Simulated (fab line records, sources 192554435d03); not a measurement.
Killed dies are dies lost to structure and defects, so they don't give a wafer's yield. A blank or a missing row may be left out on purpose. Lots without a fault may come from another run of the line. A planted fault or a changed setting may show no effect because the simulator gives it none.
Which tool did it? | flow n5_finfet | 10 lots, 30 wafers sampled, at 5 steps of a route of 1938

WHAT THE GAUGES READ, wafer by wafer
N5_SD_EPI_N_EPI_MEAS_23.
lot  | measured    | on            | thk_nm (nm)
L117 | day 3 06:20 | film_metro-01 | 59.4 58.6 58.4
L118 | day 3 12:21 | film_metro-01 | 60.8 58.1 58.7
L120 | day 4 02:11 | film_metro-02 | 59.1 59.8 59.1
L127 | day 5 17:44 | film_metro-01 | 53.9 54.8 51.6
L128 | day 5 23:10 | film_metro-02 | 55.5 53.8 53.0
L132 | day 6 23:42 | film_metro-02 | 58.3 56.9 58.8
L133 | day 7 02:27 | film_metro-01 | 58.6 61.9 60.7
L138 | day 8 15:35 | film_metro-01 | 58.6 56.3 61.3
L140 | day 8 23:43 | film_metro-01 | 60.1 58.6 59.3
L139 | day 9 00:46 | film_metro-02 | 60.7 60.6 59.8

WHICH TOOL RAN EACH LOT (tool, then ch and the chambers of the sampled wafers, then the start)
lot  | N5_DUMMY_GATE_HM_OPEN_21          | N5_SD_EPI_N_ETCH_34               | N5_SD_EPI_N_ETCH_16               | N5_SD_EPI_N_EPI_21
L117 | rie_diel-01 ch 0,1, day 3 00:35   | rie_diel-03 ch 1,2, day 3 02:58   | rie_diel-03 ch 1,2, day 3 03:33   | epi_rpcvd-01 ch 0, day 3 05:27
L118 | rie_diel-02 ch 0,3, day 3 07:10   | rie_diel-03 ch 0,1,3, day 3 08:57 | rie_diel-03 ch 0,1,3, day 3 09:32 | epi_rpcvd-03 ch 0, day 3 10:37
L120 | rie_diel-06 ch 1,2,3, day 3 18:29 | rie_diel-04 ch 0,1, day 3 21:04   | rie_diel-04 ch 0,1, day 3 21:39   | epi_rpcvd-02 ch 0, day 3 23:09
L127 | rie_diel-01 ch 0,1,2, day 5 12:21 | rie_diel-03 ch 1,2, day 5 14:06   | rie_diel-03 ch 1,2, day 5 14:58   | epi_rpcvd-02 ch 0, day 5 16:52
L128 | rie_diel-06 ch 2,3, day 5 17:26   | rie_diel-03 ch 1,2, day 5 19:28   | rie_diel-03 ch 1,2, day 5 20:21   | epi_rpcvd-02 ch 0, day 5 21:43
L132 | rie_diel-02 ch 0,3, day 6 17:32   | rie_diel-03 ch 1,2,3, day 6 19:36 | rie_diel-03 ch 1,2,3, day 6 20:11 | epi_rpcvd-03 ch 0, day 6 21:25
L133 | rie_diel-06 ch 2,3, day 6 21:17   | rie_diel-04 ch 1,2,3, day 6 23:05 | rie_diel-04 ch 1,2,3, day 6 23:40 | epi_rpcvd-01 ch 0, day 7 01:17
L138 | rie_diel-01 ch 0,2,3, day 8 10:17 | rie_diel-05 ch 1,2,3, day 8 12:10 | rie_diel-05 ch 1,2,3, day 8 12:45 | epi_rpcvd-03 ch 0, day 8 13:53
L140 | rie_diel-06 ch 1,2,3, day 8 18:38 | rie_diel-03 ch 1,3, day 8 20:22   | rie_diel-03 ch 1,3, day 8 20:57   | epi_rpcvd-02 ch 0, day 8 22:17
L139 | rie_diel-06 ch 0,3, day 8 19:37   | rie_diel-05 ch 1,2,3, day 8 21:23 | rie_diel-05 ch 1,2,3, day 8 21:58 | epi_rpcvd-01 ch 0, day 8 23:36
- N5_DUMMY_GATE_HM_OPEN_21: chemistry CH3F/O2, target SiNx, target depth 120 nm, time 171.4 s.
- N5_SD_EPI_N_ETCH_34: etches SiARC in CF4, target depth 45.5 nm, time 75.8 s.
- N5_SD_EPI_N_ETCH_16: etches SiO2 in CHF3/O2, target depth 5 nm.
- N5_SD_EPI_N_EPI_21: deposits Si:P, time 690 s.

WHAT THE TOOLS THEMSELVES READ (means of the sampled wafers that have a number; where no wafer has one, the mark that the record gives instead)
N5_DUMMY_GATE_HM_OPEN_21.
lot  | tool        | CH3F_flow_sccm (sccm) | drypump_motor_current_A (A) | oes_product_au (a.u.) | rf_vpp_V (V) | showerhead_plenum_p_Torr (Torr) | throttle_valve_pct (%)
L117 | rie_diel-01 | 29.96                 | 5.7                         | 0.78                  | 301          | 2.07                            | 16.41
L118 | rie_diel-02 | 29.97                 | 5.7                         | 0.73                  | 299          | 2.06                            | 16.44
L120 | rie_diel-06 | 30.00                 | 6.0                         | 0.86                  | 302          | 2.05                            | 16.24
L127 | rie_diel-01 | 29.96                 | 5.5                         | 0.79                  | 299          | 2.01                            | 16.30
L128 | rie_diel-06 | 29.90                 | 5.8                         | 0.84                  | 299          | 1.99                            | 16.18
L132 | rie_diel-02 | 30.07                 | 5.8                         | 0.71                  | 298          | 2.03                            | 16.53
L133 | rie_diel-06 | 29.99                 | 5.7                         | 0.76                  | 299          | 1.99                            | 16.24
L138 | rie_diel-01 | 29.96                 | 5.2                         | 0.79                  | 301          | 2.01                            | 16.35
L140 | rie_diel-06 | 30.05                 | 6.0                         | 0.80                  | 301          | 2.03                            | 16.30
L139 | rie_diel-06 | 30.11                 | 5.9                         | 0.88                  | 298          | 1.97                            | 16.17

N5_SD_EPI_N_ETCH_34.
lot  | tool        | drypump_motor_current_A (A) | etch_rf_on_time_s (s) | oes_product_au (a.u.) | rf_vpp_V (V) | showerhead_plenum_p_Torr (Torr) | throttle_valve_pct (%)
L117 | rie_diel-03 | 5.6                         | 74.2                  | 0.79                  | 184.1        | 2.21                            | 15.17
L118 | rie_diel-03 | 5.5                         | 75.2                  | 0.64                  | 184.5        | 2.14                            | 15.62
L120 | rie_diel-04 | 6.4                         | 75.9                  | 0.61                  | 184.1        | 2.21                            | 15.82
L127 | rie_diel-03 | 5.6                         | 74.8                  | 0.75                  | 184.6        | 2.20                            | 15.22
L128 | rie_diel-03 | 5.5                         | 75.3                  | 0.70                  | 183.9        | 2.13                            | 15.20
L132 | rie_diel-03 | 5.6                         | 74.8                  | 0.68                  | 184.8        | 2.15                            | 15.46
L133 | rie_diel-04 | 6.3                         | 75.1                  | 0.64                  | 183.5        | 2.16                            | 15.94
L138 | rie_diel-05 | 5.6                         | 75.3                  | 0.69                  | 183.7        | 2.16                            | 15.56
L140 | rie_diel-03 | 5.4                         | 75.3                  | 0.63                  | 182.5        | 2.08                            | 15.47
L139 | rie_diel-05 | 5.6                         | 75.2                  | 0.68                  | 183.8        | 2.16                            | 15.56

N5_SD_EPI_N_ETCH_16.
lot  | tool        | drypump_motor_current_A (A) | oes_product_au (a.u.) | rf_vpp_V (V) | showerhead_plenum_p_Torr (Torr) | throttle_valve_pct (%)
L117 | rie_diel-03 | 5.7                         | 0.92                  | 524          | 2.48                            | 18.48
L118 | rie_diel-03 | 5.5                         | 0.75                  | 524          | 2.41                            | 18.91
L120 | rie_diel-04 | 6.4                         | 0.71                  | 524          | 2.49                            | 19.06
L127 | rie_diel-03 | 5.7                         | 0.88                  | 524          | 2.47                            | 18.51
L128 | rie_diel-03 | 5.5                         | 0.82                  | 520          | 2.40                            | 18.48
L132 | rie_diel-03 | 5.6                         | 0.80                  | 522          | 2.42                            | 18.74
L133 | rie_diel-04 | 6.3                         | 0.74                  | 524          | 2.43                            | 19.18
L138 | rie_diel-05 | 5.6                         | 0.80                  | 528          | 2.43                            | 18.86
L140 | rie_diel-03 | 5.5                         | 0.74                  | 518          | 2.34                            | 18.72
L139 | rie_diel-05 | 5.6                         | 0.80                  | 528          | 2.43                            | 18.85

THE ANSWER, worked out from the rows above alone
Rule: what is usual is taken from the lots themselves. Put in order of their means at a reading, lots are off if they are a third of the lots or fewer, leave a main group of 4 or more, and stand apart from it by a gap of 3 or more times the standard deviation of the main group's means; of several such gaps the widest counts. A main group whose means are all the same, to the digits that the tables above print for the reading, isn't used. A lot without any number at a reading at which 4 lots or more have one is off too. The other lots that the step has rows for count as sound. The gauges are gone through in route order, then the tools' own readings, and for those a lot's mean is taken as printed above. The first step at which some lot is off is used, and at that step the reading that is off furthest; a lot without a number counts as furthest.
Off: L127, L128, at N5_SD_EPI_N_EPI_MEAS_23 (thk_nm). The main group: mean 59.3 nm, standard deviation 0.76.
A tool fits if, at a process step before that reading, it ran every lot that is off, and no sound lot after the first of them. The gauges at N5_SD_EPI_N_EPI_MEAS_23 are tried like those tools. None of those tried fits.

WHAT THE SIMULATOR HAD PUT IN
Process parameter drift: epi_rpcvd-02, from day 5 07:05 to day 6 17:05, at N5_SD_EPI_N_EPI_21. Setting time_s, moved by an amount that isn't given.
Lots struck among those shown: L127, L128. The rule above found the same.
